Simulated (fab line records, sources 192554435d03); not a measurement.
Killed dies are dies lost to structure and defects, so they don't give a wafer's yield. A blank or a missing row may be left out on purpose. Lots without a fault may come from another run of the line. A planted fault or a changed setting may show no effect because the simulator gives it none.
fab line records | flow n5_finfet
record lots=4 wafers=12 last_day=15
route steps=1938 shown PMOS_HMC_CHANNEL_EPI@68 FIN_SAQP@90 BEOL_M4@1111 PASSIVATION@1936
lots that met no fault: from a run of the same line without faults
start_h: hours from the record's first day to the start of the lot's first wafer shown | wait_h: hours since the lot's step before | " the same as in the row above | L1.1+2: a row that stands for several wafers | - no value, or no start given | * or withheld: withheld | < > ~ a bound
route shown NAME@n: a module of which the file shows steps, and the number in the route of the first | usual: mean/standard deviation of fault-free wafers | same: alike in all rows | chamber/n: place in a boat | sites: the reading at each site | _std_site: their standard deviation | _edge_site: outer sites' mean less inner sites' | radius_mm: how far each site lies from the wafer's centre | mask NAME#n: copy n | behind: the tool/chamber that last shaped the wafer | hold: why the lot was held/for how many hours/how that ended | device: the transistor (n, p or np) that didn't switch | end of line: the same wafers' tests at the end of the route | a step without rows: its recipe alone | killed: dies lost to structure and defects at the first sort, not the wafer's yield | map: a wafer's dies, x killed, . not, _ none there
set.NAME: the setting as run; set.NAME@STEP: as run at that earlier step | model.NAME: the simulator's own value behind a step, which no gauge read
lots at some steps of the route; a table a step, a row a wafer
## steps
# step N5_PMOS_HMC_CHANNEL_EPI_DESCUM_14
# recipe chemistry=O2 time_s=7.9 source_power_w=50 bias_power_w=20 pressure_mtorr=20 rf_frequency_hz=2.712e+07 temp_c=40 resist=CAR-ArF-block o2_flow_sccm=225
# step N5_PMOS_HMC_CHANNEL_EPI_ETCH_32
# recipe chemistry=N2/H2 target=BARC stop_on=SiO2 target_depth_a=858 over_etch_frac=0.3 time_s=50.3 ion_energy_ev=200 mask_material=CAR-ArF-block pressure_mtorr=30 source_w=840 bias_w=150 n2_flow_sccm=200 h2_flow_sccm=200
# step N5_PMOS_HMC_CHANNEL_EPI_HM_OPEN_15
# recipe chemistry=CHF3/O2 target=SiO2 mask_material=CAR-ArF-block target_depth_a=406 CHF3_flow_sccm=50 O2_flow_sccm=5 Ar_flow_sccm=200 time_s=20.3 pressure_mtorr=30 source_w=650 bias_w=170 ion_energy_ev=200
# step N5_PMOS_HMC_CHANNEL_EPI_STRIP_33
# recipe chemistry=N2/H2 power_w=500 temp_c=40 pressure_mtorr=50 rf_frequency_hz=6e+07 overash_fraction=0.3 bias_power_w=8 h2_frac=0.5 n2_flow_sccm=300 h2_flow_sccm=300
# step N5_PMOS_HMC_CHANNEL_EPI_STRIP_17
# recipe chemistry=SPM time_s=750 temp_c=130 h2so4_h2o2_vol_ratio=4 dry=ipa_marangoni
# step N5_PMOS_HMC_CHANNEL_EPI_ETCH_38
# recipe chemistry=CF4 target=SiO2 target_depth_a=15 ion_energy_ev=350 pressure_mtorr=10 icp_w=800 bias_w=400 cf4_flow_sccm=80
# step N5_PMOS_HMC_CHANNEL_EPI_FIN_RECESS_16
# recipe chemistry=HBr/Cl2 target=Si mask_material=SiO2 target_depth_a=540 time_s=18 pressure_mtorr=10 icp_w=800 bias_w=75 HBr_flow_sccm=150 Cl2_flow_sccm=80
# step N5_PMOS_HMC_CHANNEL_EPI_PRECLEAN_36
# recipe chemistry=O3/DIW time_s=45 temp_c=22 o3_ppm=10
# step N5_PMOS_HMC_CHANNEL_EPI_PRECLEAN_18
# recipe chemistry=DHF time_s=30 temp_c=25 dilution=withheld
# step N5_PMOS_HMC_CHANNEL_EPI_SRD_19
# recipe dry=ipa_marangoni do_ppb=5 time_s=30 temp_c=23 rinse_liquid=diw
# step N5_PMOS_HMC_CHANNEL_EPI_EPI_20
# recipe material=SiGe30 mask_material=SiO2 pressure_torr=20 target_thk_a=590 temp_c=600
# usual lamp_inner_pct=11.0/0.85
# columns lot.wafer tool chamber start_h wait_h lamp_inner_pct
L529.2 epi_rpcvd-02 0 36.64 0.2 10.6
L529.3 " 0 " " 10.4
L529.5 " 0 " " 10.5
L538.1 epi_rpcvd-02 0 90.43 0.0 10.6
L538.5 " 0 " " 10.5
L538.6 " 0 " " 10.5
L540.3 epi_rpcvd-03 0 102.74 0.4 10.5
L540.4 " 0 " " 10.5
L540.6 " 0 " " 10.5
L541.2 epi_rpcvd-02 0 108.33 0.2 10.4
L541.3 " 0 " " 10.3
L541.4 " 0 " " 10.5
# step N5_PMOS_HMC_CHANNEL_EPI_HM_STRIP_35
# recipe chemistry=dHF temp_c=25 material=SiO2 target=SiO2 target_depth_a=396 time_s=216
# step N5_PMOS_HMC_CHANNEL_EPI_SRD_39
# recipe dry=ipa_marangoni time_s=30 temp_c=23 rinse_liquid=diw
# step N5_PMOS_HMC_CHANNEL_EPI_CMP_21
# recipe material=SiGe30 post_cmp_clean=alkaline_brush target_thk_nm=54
# step N5_PMOS_HMC_CHANNEL_EPI_PRECLEAN_40
# recipe chemistry=DHF time_s=30 temp_c=25 dilution=withheld
# step N5_PMOS_HMC_CHANNEL_EPI_PRECLEAN_37
# recipe chemistry=O3/DIW time_s=45 temp_c=22 o3_ppm=10
# step N5_PMOS_HMC_CHANNEL_EPI_PRECLEAN_24
# recipe chemistry=DHF time_s=30 temp_c=25 dilution=withheld
# step N5_PMOS_HMC_CHANNEL_EPI_SRD_25
# recipe dry=ipa_marangoni do_ppb=5 time_s=30 temp_c=23 rinse_liquid=diw
# step N5_PMOS_HMC_CHANNEL_EPI_EPI_26
# recipe material=Si target_thk_a=38 temp_c=650 precursor=SiH4/H2 pressure_torr=20 time_s=22.7
# step N5_FIN_SAQP_PRECLEAN_42
# recipe chemistry=O3/DIW time_s=60 temp_c=22 o3_ppm=10
# step N5_FIN_SAQP_PRECLEAN_00
# recipe chemistry=SC1 time_s=60 temp_c=55 mix=1:2:50
# step N5_FIN_SAQP_PRECLEAN_44
# recipe chemistry=SC2 time_s=45 temp_c=35 mix=1:1:50
# step N5_FIN_SAQP_SRD_01
# recipe dry=ipa_marangoni time_s=30 temp_c=23 rinse_liquid=diw
# step N5_FIN_SAQP_ALD_61
# recipe material=SiO2 target_thk_a=40 temp_c=300 ald_precursor_family=BDEAS ald_co_reactant=O2-plasma pulse_time_s=1 purge_time_s=2 co_reactant_purge_time_s=2 ald_cycles=43 pressure_torr=2
# step N5_FIN_SAQP_DENSIFY_62
# recipe temp_c=700 time_s=60 ambient=N2 idle_temp_c=600 ramp_up_c_per_s=150 ramp_down_c_per_s=60 cool_to_c=600
# step N5_FIN_SAQP_HM_DEP_03
# recipe material=SiNx target_thk_a=380 temp_c=400 precursor=SiH4/NH3/N2 pressure_torr=1.5 rf_w=300 time_s=33.6
# step N5_FIN_SAQP_PECVD_47
# recipe material=a-Si target_thk_a=450 temp_c=400 precursor=SiH4/He pressure_torr=3 rf_w=100 time_s=36.3
# step N5_FIN_SAQP_PECVD_48
# recipe material=SiNx target_thk_a=250 temp_c=400 precursor=SiH4/NH3/N2 pressure_torr=1.5 rf_w=300 time_s=22.1
# step N5_FIN_SAQP_PECVD_06
# recipe material=a-Si target_thk_a=600 temp_c=400 precursor=SiH4/He pressure_torr=3 rf_w=100 time_s=48.1
# step N5_FIN_SAQP_HM_DEP_72
# recipe material=SiO2 target_thk_a=120 temp_c=400 precursor=SiH4/N2O pressure_torr=0.75 rf_w=275 time_s=7.2
# step N5_FIN_SAQP_COAT_49
# recipe resist=SOC temp_c=250 time_s=60 spin_rpm=1500 resist_thk_nm=100
# step N5_FIN_SAQP_COAT_50
# recipe resist=SiARC temp_c=220 time_s=60 spin_rpm=1500 resist_thk_nm=35
# step N5_FIN_SAQP_COAT_10
# recipe resist=CAR-ArF spin_rpm=1500 resist_thk_nm=90
# step N5_FIN_SAQP_EBR_12
# recipe solvent=PGMEA ebr_width_mm=1.5
# step N5_FIN_SAQP_SOFTBAKE_11
# recipe temp_c=110 time_s=60 resist=CAR-ArF
# step N5_BEOL_M4_RC_MEAS_101
# usual DIBL_N=36.2/1.7 DIBL_P=36.2/2.2 IOFF_N=0.16/0.035 IOFF_P=0.21/0.042 IOFF_P_85C=3.6/0.61 IOFF_P_LIN=0.099/0.016 IOFF_P_LONG=0.000106/8.7e-06 ION_N=673/13 ION_P=462/7.9 SS_N=71.4/0.59 SS_P=73.2/0.7 VT_N=250/3.6 VT_P=-251/3.5 VT_P_LONG=-275.2/2.8 VT_P_LVT=-99/3.6
# columns lot.wafer tool chamber start_h wait_h DIBL_N[mV/V] DIBL_P[mV/V] IOFF_N[nA/um] IOFF_P[nA/um] IOFF_P_85C[nA/um] IOFF_P_LIN[nA/um] IOFF_P_LONG[nA/um] ION_N[uA/um] ION_P[uA/um] SS_N[mV/dec] SS_P[mV/dec] VT_N[mV] VT_P[mV] VT_P_LONG[mV] VT_P_LVT[mV]
L529.2 prober-02 0 175.38 0.2 35.7 38.2 0.20 0.28 4.7 0.125 0.000116 691 470 71.4 74.0 244 -242 -268.6 -92
L529.3 " 0 " " 35.8 37.6 0.19 0.26 4.4 0.119 0.000116 680 466 71.3 73.5 248 -243 -272.3 -94
L529.5 " 0 " " 36.6 38.1 0.21 0.26 4.4 0.119 0.000118 701 472 72.2 74.1 245 -246 -272.1 -93
L538.1 prober-02 0 244.11 0.0 36.4 35.5 0.14 0.50 7.8 0.248 0.000261 672 510 70.7 72.9 250 -227 -242.2 -73
L538.5 " 0 " " 36.0 35.5 0.13 0.50 7.6 0.248 0.000262 668 511 70.6 74.3 250 -225 -242.5 -73
L538.6 " 0 " " 36.7 35.5 0.15 0.52 7.9 0.255 0.000264 678 518 71.2 73.2 253 -224 -244.5 -72
L540.3 prober-01 0 245.22 0.3 35.2 36.0 0.14 0.21 3.6 0.104 0.000111 666 472 71.5 72.7 253 -250 -272.1 -98
L540.4 " 0 " " 35.0 37.0 0.14 0.23 3.9 0.112 0.000112 663 470 71.2 73.3 250 -245 -273.5 -96
L540.6 " 0 " " 36.5 37.8 0.15 0.24 4.0 0.115 0.000112 677 471 71.5 73.4 250 -246 -271.8 -96
L541.2 prober-02 0 251.06 0.2 37.3 36.8 0.20 0.71 9.9 0.325 0.00033 697 527 72.0 73.4 247 -217 -239.6 -65
L541.3 " 0 " " 36.7 36.4 0.18 0.68 9.6 0.317 0.000313 681 523 71.7 73.9 248 -219 -242.8 -65
L541.4 " 0 " " 35.9 33.7 0.16 0.55 8.2 0.276 0.000317 682 526 72.6 72.3 252 -222 -239.4 -68
# step N5_PASSIVATION_PROBE_49
# usual defect_limited_yield=91.4/1.4 killed_at_M0_to_M3=31/10 killed_at_M4_up=14/5.6 killed_at_contacts=13/6.3 killed_at_front_end=39/10 killed_at_other=4/3.1 killed_dies=101/16 killed_open=65/13 killed_short=34/7.2 sort_bin_4_leakage=0.00/0.007 sort_bin_5_function=5.1/0.88 sort_bin_6_memory=3.2/0.66 sort_n_pass=1079/16 sort_yield_pct=91.4/1.4
# same gross_dies=1180 killed_at_back_side=0 sort_bin_8_speed[%]=0
# columns lot.wafer tool chamber start_h wait_h defect_limited_yield[%] killed_at_M0_to_M3 killed_at_M4_up killed_at_contacts killed_at_front_end killed_at_other killed_dies killed_open killed_short sort_bin_4_leakage[%] sort_bin_5_function[%] sort_bin_6_memory[%] sort_n_pass sort_yield_pct[%]
L529.2 prober-01 - 284.90 0.1 91.1 20 21 19 45 0 105 73 31 0 5.9 2.8 1075 91.1
L529.3 prober-01 - 284.95 0.1 88.4 35 16 12 62 12 137 89 47 0 6.9 4.3 1043 88.4
L529.5 prober-01 - 285.05 0.2 92.2 15 15 11 46 5 92 59 32 0 4.1 3.3 1088 92.2
L538.1 prober-01 - 346.54 0.0 90.2 33 14 25 43 1 116 85 30 13.14 6.7 2.7 909 77.0
L538.5 prober-01 - 346.74 0.2 91.2 25 14 16 46 3 104 68 31 9.66 5.4 2.8 962 81.5
L538.6 prober-01 - 346.79 0.3 89.9 48 15 28 27 1 119 80 39 14.49 5.8 4.1 890 75.4
L540.3 prober-02 - 351.11 0.1 92.1 20 14 15 43 1 93 60 32 0 4.7 2.7 1087 92.1
L540.4 prober-02 - 351.16 0.2 91.4 26 17 9 48 2 102 62 33 0 5.0 3.1 1078 91.4
L540.6 prober-02 - 351.26 0.3 91.9 29 20 13 26 8 96 71 24 0 5.0 3.1 1084 91.9
L541.2 prober-01 - 362.17 0.1 92.5 18 28 15 24 3 88 58 26 56.02 4.5 2.6 431 36.5
L541.3 prober-01 - 362.22 0.1 91.5 22 17 10 42 9 100 57 42 46.78 5.6 2.5 528 44.7
L541.4 prober-01 - 362.27 0.2 92.3 22 21 19 27 2 91 58 31 12.20 4.7 2.7 945 80.1
# killed by level:class
L529.2 MOL_CONTACT_COAG:geometric_particle:open=16 FIN_SAQP:geometric_particle:open=11 BEOL_M4:geometric_particle:open=10 STI_FIN_REVEAL:geometric_particle:open=8 BEOL_M5:geometric_particle:open=6 FIN_SAQP:geometric_particle:short=5 STARTING-WAFER:geometric_particle:open=5 STI_FIN_REVEAL:geometric_particle:short=4
L529.3 FIN_SAQP:geometric_particle:open=26 FIN_SAQP:geometric_particle:short=10 MOL_CONTACT_COAG:geometric_particle:open=8 BEOL_M0_SAQP:geometric_particle:open=7 STI_FIN_REVEAL:geometric_particle:open=6 BEOL_M0_SAQP:geometric_particle:short=6 ILD0:geometric_particle:open=5 BEOL_M2:geometric_particle:open=5
L529.5 FIN_SAQP:geometric_particle:open=14 MOL_CONTACT_COAG:geometric_particle:open=8 FIN_SAQP:geometric_particle:short=6 ILD0:geometric_particle:short=6 ILD0:geometric_particle:open=5 BEOL_M8:geometric_particle:open=4 STI_FIN_REVEAL:geometric_particle:open=4 BEOL_M0_SAQP:geometric_particle:open=4
L538.1 MOL_CONTACT_COAG:geometric_particle:open=22 BEOL_M4:geometric_particle:open=11 BEOL_M0_SAQP:geometric_particle:open=10 FIN_SAQP:geometric_particle:short=9 BEOL_M2:geometric_particle:open=8 FIN_SAQP:geometric_particle:open=6 GATE_CUT:geometric_particle:open=6 BEOL_M0_SAQP:geometric_particle:short=5
L538.5 MOL_CONTACT_COAG:geometric_particle:open=13 FIN_SAQP:geometric_particle:open=8 FIN_SAQP:geometric_particle:short=8 STI_FIN_REVEAL:geometric_particle:open=8 BEOL_M0_SAQP:geometric_particle:open=7 STARTING-WAFER:geometric_particle:open=5 BEOL_M0_SAQP:geometric_particle:short=4 GATE_CUT:geometric_particle:short=4
L538.6 MOL_CONTACT_COAG:geometric_particle:open=23 BEOL_M0_SAQP:geometric_particle:short=10 BEOL_M0_SAQP:geometric_particle:open=9 BEOL_M4:geometric_particle:open=7 BEOL_M3:geometric_particle:open=7 FIN_SAQP:geometric_particle:short=6 BEOL_M0:geometric_particle:open=6 BEOL_M2:geometric_particle:open=6
L540.3 MOL_CONTACT_COAG:geometric_particle:open=12 FIN_SAQP:geometric_particle:short=11 BEOL_M1:geometric_particle:open=7 STI_FIN_REVEAL:geometric_particle:open=6 BEOL_M4:geometric_particle:open=6 STARTING-WAFER:geometric_particle:open=6 STARTING-WAFER:geometric_particle:short=5 FIN_SAQP:geometric_particle:open=4
L540.4 FIN_SAQP:geometric_particle:short=15 FIN_SAQP:geometric_particle:open=9 MOL_CONTACT_COAG:geometric_particle:open=7 GATE_CUT:geometric_particle:open=6 GATE_CUT:geometric_particle:short=6 BEOL_M3:geometric_particle:open=6 BEOL_M1:geometric_particle:open=4 BEOL_M2:geometric_particle:open=4
L540.6 MOL_CONTACT_COAG:geometric_particle:open=12 STI_FIN_REVEAL:geometric_particle:open=11 BEOL_M0_SAQP:geometric_particle:short=10 BEOL_M2:geometric_particle:open=9 BEOL_M0_SAQP:geometric_particle:open=7 BEOL_M4:geometric_particle:open=7 BEOL_M5:geometric_particle:open=6 FIN_SAQP:geometric_particle:short=4
L541.2 MOL_CONTACT_COAG:geometric_particle:open=13 FIN_SAQP:geometric_particle:open=8 BEOL_M4:geometric_particle:open=8 BEOL_M0_SAQP:geometric_particle:short=7 BEOL_M6:geometric_particle:open=6 STI_FIN_REVEAL:geometric_particle:open=4 BEOL_M3:geometric_particle:short=4 BEOL_M5:geometric_particle:open=4
L541.3 GATE_CUT:geometric_particle:short=9 FIN_SAQP:geometric_particle:open=7 MOL_CONTACT_COAG:geometric_particle:open=7 FIN_SAQP:geometric_particle:short=6 STI_FIN_REVEAL:geometric_particle:open=6 BEOL_M0_SAQP:geometric_particle:open=6 BEOL_M0_SAQP:geometric_particle:short=6 GATE_CUT:geometric_particle:open=4
L541.4 MOL_CONTACT_COAG:geometric_particle:open=12 BEOL_M0_SAQP:geometric_particle:open=9 BEOL_M4:geometric_particle:open=8 FIN_SAQP:geometric_particle:open=7 MOL_CONTACT_COAG:geometric_particle:short=7 FIN_SAQP:geometric_particle:short=5 BEOL_M4:geometric_particle:short=5 BEOL_M2:geometric_particle:open=4
# map L538.6 (x killed, . not)
_________________.xx.........________________
______________..xx..........x..._____________
___________.................x...x..__________
__________x...xx........x..........._________
________................xx............_______
_______......x...x.....................______
______x...................x....x........_____
_____.x.............x....................____
____........x.x.........x......xxx...x....___
___.....x..........xx...................x.x__
___.......x......xx........xx...x......x...__
__.x.........x.....x.....x.............xx..._
__.........................................._
_..x..x......................................
_..x..............x.x..............x.........
_........x..x.........x.xxx.x................
_......x...x.x.......x............x..........
_.....................x......................
_..x...........................x.............
_...x...............x.......x......x.........
_.............................x.........x....
__.x...x...x..................xx............_
__.x.....................xx................._
___.xx..........................x........x.__
___...x........x....x.......x...x..........__
____......x.....xx........................___
_____...x....x.........x.x..........x....____
______.........x..x..x.......x..x......x_____
_______..x.....x.x..............x...xx.______
________........x.....x.x...x........._______
__________.......................x.._________
___________......x.x...............__________
______________.........x........_____________
_________________.xx.........________________
# map L541.3 (x killed, . not)
_________________............________________
______________..x..............._____________
___________....................x...__________
__________.........................._________
________.....x...x...................._______
_______............x...................______
______......x.......................x..._____
_____.............x.....x...xx....x.....x____
____............x.....x........x.........x___
___...............x...x....................__
___..................x.x...........xx..xx..__
__x........x................................_
__.......x.................x................_
_...........................x................
_.x....x...x.....x..x........................
_..........x.....xx.xx......x................
_..x...x......x.....x...x....................
_.......x..x......xx.....x..................x
_..........................x............x....
_......x..........x..........x...............
_....x...........x.x.....x...................
__.x......x....x...x.x.x.x.................._
__..xx....x..................x.............._
___......x.................x........x......__
___..x....x..x.............................__
____..........x..xx..........x............___
_____...........................xx.......____
______........................x.....x..._____
_______........xxxx............x.......______
________.............................._______
__________.x........x..............._________
___________...x.....x.x...x...x....__________
______________.....x............_____________
_________________........x...________________
## key
first_sign step=N5_BEOL_M4_RC_MEAS_101 reading=IOFF_P_LONG direction=up sigmas=21 usual=0.000106 struck=0.000291
effect step=N5_BEOL_M4_RC_MEAS_101 reading=VT_P_LONG direction=up sigmas=12 usual=-275.2 struck=-241.8
effect step=N5_BEOL_M4_RC_MEAS_101 reading=IOFF_P_LIN direction=up sigmas=11 usual=0.099 struck=0.278
effect step=N5_BEOL_M4_RC_MEAS_101 reading=IOFF_P direction=up sigmas=8.7 usual=0.21 struck=0.58
effect step=N5_BEOL_M4_RC_MEAS_101 reading=VT_P_LVT direction=up sigmas=8.4 usual=-99 struck=-69
effect step=N5_BEOL_M4_RC_MEAS_101 reading=VT_P direction=up sigmas=8.1 usual=-251 struck=-223
effect step=N5_BEOL_M4_RC_MEAS_101 reading=IOFF_P_85C direction=up sigmas=8 usual=3.6 struck=8.5
effect step=N5_BEOL_M4_RC_MEAS_101 reading=ION_P direction=up sigmas=7.3 usual=462 struck=519
effect step=N5_PASSIVATION_PROBE_49 reading=sort_bin_4_leakage direction=up sigmas=99+ usual=0.00 struck=25.38
met_at N5_PMOS_HMC_CHANNEL_EPI_EPI_20
struck_wafers L538.1,L538.5,L538.6,L541.2,L541.3,L541.4
onset_between 36.64 90.43
fault kind=process_parameter_drift tool=epi_rpcvd-02 chamber=- onset_h=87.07 steps=N5_PMOS_HMC_CHANNEL_EPI_EPI_20 channel=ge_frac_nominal offset=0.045 shape=step end_h=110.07 stated=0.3
